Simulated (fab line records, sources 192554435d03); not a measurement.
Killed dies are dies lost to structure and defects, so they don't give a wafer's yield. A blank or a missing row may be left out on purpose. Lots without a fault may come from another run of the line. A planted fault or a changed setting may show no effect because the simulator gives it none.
Which tool did it? | flow n5_finfet | 24 lots, 72 wafers sampled, at 3 steps of a route of 1938

WHAT THE GAUGES READ, wafer by wafer
N5_BEOL_M0_RS_MEAS_126: measures by four-point-probe.
lot  | measured     | on            | M0_RS (ohm/sq)
L074 | day 5 23:14  | film_metro-01 | 0.516 0.528 0.498
L075 | day 6 04:45  | film_metro-02 | 0.514 0.497 0.543
L076 | day 6 13:20  | film_metro-01 | 0.544 0.518 0.499
L077 | day 6 20:18  | film_metro-02 | 0.536 0.487 0.542
L078 | day 6 21:28  | film_metro-01 | 0.555 0.542 0.516
L079 | day 7 03:44  | film_metro-01 | 0.544 0.520 0.518
L080 | day 7 14:44  | film_metro-02 | 0.538 0.543 0.521
L081 | day 7 16:14  | film_metro-02 | 0.521 0.548 0.546
L082 | day 8 06:08  | film_metro-02 | 0.550 0.494 0.530
L083 | day 8 06:47  | film_metro-01 | 0.508 0.513 0.513
L084 | day 8 21:50  | film_metro-01 | 0.524 0.526 0.545
L085 | day 9 09:06  | film_metro-02 | 0.559 0.548 0.546
L086 | day 9 13:14  | film_metro-02 | 0.539 0.548 0.521
L088 | day 9 16:02  | film_metro-01 | 0.524 0.517 0.500
L087 | day 9 16:26  | film_metro-02 | 0.577 0.561 0.538
L089 | day 9 20:34  | film_metro-01 | 0.535 0.547 0.578
L090 | day 9 23:17  | film_metro-01 | 0.534 0.541 0.532
L091 | day 10 08:32 | film_metro-01 | 0.569 0.534 0.558
L092 | day 10 12:52 | film_metro-02 | 0.542 0.539 0.529
L093 | day 10 21:14 | film_metro-02 | 0.572 0.557 0.560
L094 | day 11 03:34 | film_metro-01 | 0.481 0.497 0.485
L095 | day 11 05:08 | film_metro-01 | 0.522 0.476 0.480
L096 | day 11 09:58 | film_metro-02 | 0.526 0.529 0.541
L097 | day 11 20:42 | film_metro-01 | 0.534 0.537 0.492

WHICH TOOL RAN EACH LOT (tool, then ch and the chambers of the sampled wafers, then the start)
lot  | N5_BEOL_M0_SPUTTER_141       | N5_BEOL_M0_PRE_CLEAN_131
L074 | pvd_sputter-03, day 5 22:05  | cvd_co-01 ch 1,2, day 5 22:59
L075 | pvd_sputter-03, day 6 03:39  | cvd_co-01 ch 0,2, day 6 04:29
L076 | pvd_sputter-03, day 6 12:14  | cvd_co-02 ch 0, day 6 13:04
L077 | pvd_sputter-01, day 6 19:04  | cvd_co-02 ch 0,1, day 6 20:04
L078 | pvd_sputter-01, day 6 20:19  | cvd_co-01 ch 1,2, day 6 21:14
L079 | pvd_sputter-03, day 7 02:23  | cvd_co-01 ch 0,1,2, day 7 03:31
L080 | pvd_sputter-01, day 7 13:14  | cvd_co-02 ch 1,2, day 7 14:31
L081 | pvd_sputter-01, day 7 14:29  | cvd_co-01 ch 0,1, day 7 16:01
L082 | pvd_sputter-03, day 8 05:05  | cvd_co-02 ch 0,1, day 8 05:55
L083 | pvd_sputter-03, day 8 05:32  | cvd_co-01 ch 0,1,2, day 8 06:34
L084 | pvd_sputter-03, day 8 20:47  | cvd_co-01 ch 1,2, day 8 21:37
L085 | pvd_sputter-03, day 9 08:03  | cvd_co-02 ch 1,2, day 9 08:52
L086 | pvd_sputter-01, day 9 12:05  | cvd_co-02 ch 1,2, day 9 12:59
L088 | pvd_sputter-02, day 9 14:58  | cvd_co-02 ch 0,1, day 9 15:47
L087 | pvd_sputter-02, day 9 15:24  | cvd_co-02 ch 0,1, day 9 16:13
L089 | pvd_sputter-02, day 9 19:20  | cvd_co-02 ch 0,1,2, day 9 20:20
L090 | pvd_sputter-02, day 9 22:13  | cvd_co-01 ch 0,1,2, day 9 23:03
L091 | pvd_sputter-01, day 10 07:27 | cvd_co-02 ch 0,2, day 10 08:16
L092 | pvd_sputter-02, day 10 11:48 | cvd_co-01 ch 1,2, day 10 12:37
L093 | pvd_sputter-03, day 10 19:58 | cvd_co-01 ch 0,1,2, day 10 21:01
L094 | pvd_sputter-01, day 11 02:31 | cvd_co-02 ch 0,1, day 11 03:20
L095 | pvd_sputter-01, day 11 04:05 | cvd_co-02 ch 0,1,2, day 11 04:55
L096 | pvd_sputter-02, day 11 08:25 | cvd_co-02 ch 1,2, day 11 09:44
L097 | pvd_sputter-01, day 11 19:39 | cvd_co-02 ch 0,1, day 11 20:29
- N5_BEOL_M0_SPUTTER_141: material Cu, target thk 4 nm, time 7.37 s.
- N5_BEOL_M0_PRE_CLEAN_131: time 15 s.

WHAT THE TOOLS THEMSELVES READ (means of the sampled wafers that have a number; where no wafer has one, the mark that the record gives instead)
N5_BEOL_M0_SPUTTER_141.
lot  | tool           | throttle_valve_pct (%)
L074 | pvd_sputter-03 | 28.9
L075 | pvd_sputter-03 | 29.0
L076 | pvd_sputter-03 | 30.2
L077 | pvd_sputter-01 | 29.8
L078 | pvd_sputter-01 | 30.2
L079 | pvd_sputter-03 | 29.0
L080 | pvd_sputter-01 | 30.7
L081 | pvd_sputter-01 | 29.7
L082 | pvd_sputter-03 | 30.1
L083 | pvd_sputter-03 | 28.9
L084 | pvd_sputter-03 | 29.9
L085 | pvd_sputter-03 | 29.5
L086 | pvd_sputter-01 | 30.3
L088 | pvd_sputter-02 | 29.4
L087 | pvd_sputter-02 | 30.5
L089 | pvd_sputter-02 | 29.9
L090 | pvd_sputter-02 | 30.1
L091 | pvd_sputter-01 | 29.6
L092 | pvd_sputter-02 | 30.2
L093 | pvd_sputter-03 | 29.6
L094 | pvd_sputter-01 | 30.2
L095 | pvd_sputter-01 | 30.3
L096 | pvd_sputter-02 | 30.3
L097 | pvd_sputter-01 | 30.0

N5_BEOL_M0_PRE_CLEAN_131.
lot  | tool      | heater_power_w (W) | rf_fwd_power_W (W)
L074 | cvd_co-01 | 113                | 296.5
L075 | cvd_co-01 | 93                 | 297.2
L076 | cvd_co-02 | 66                 | 293.6
L077 | cvd_co-02 | 69                 | 294.1
L078 | cvd_co-01 | 124                | 297.3
L079 | cvd_co-01 | 108                | 297.1
L080 | cvd_co-02 | 75                 | 299.2
L081 | cvd_co-01 | 104                | 295.8
L082 | cvd_co-02 | 73                 | 297.0
L083 | cvd_co-01 | 110                | 296.9
L084 | cvd_co-01 | 123                | 297.0
L085 | cvd_co-02 | 74                 | 297.6
L086 | cvd_co-02 | 74                 | 299.2
L088 | cvd_co-02 | 71                 | 295.9
L087 | cvd_co-02 | 70                 | 296.4
L089 | cvd_co-02 | 72                 | 296.3
L090 | cvd_co-01 | 109                | 297.0
L091 | cvd_co-02 | 69                 | 294.7
L092 | cvd_co-01 | 126                | 296.6
L093 | cvd_co-01 | 110                | 296.4
L094 | cvd_co-02 | 71                 | 295.4
L095 | cvd_co-02 | 72                 | 295.9
L096 | cvd_co-02 | 75                 | 297.6
L097 | cvd_co-02 | 74                 | 295.5

THE ANSWER, worked out from the rows above alone
Rule: what is usual is taken from the lots themselves. Put in order of their means at a reading, lots are off if they are a third of the lots or fewer, leave a main group of 4 or more, and stand apart from it by a gap of 3 or more times the standard deviation of the main group's means; of several such gaps the widest counts. A main group whose means are all the same, to the digits that the tables above print for the reading, isn't used. A lot without any number at a reading at which 4 lots or more have one is off too. The other lots that the step has rows for count as sound. The gauges are gone through in route order, then the tools' own readings, and for those a lot's mean is taken as printed above. The first step at which some lot is off is used, and at that step the reading that is off furthest; a lot without a number counts as furthest.
No lot is off at any reading shown: from this, nothing can be told.

WHAT THE SIMULATOR HAD PUT IN
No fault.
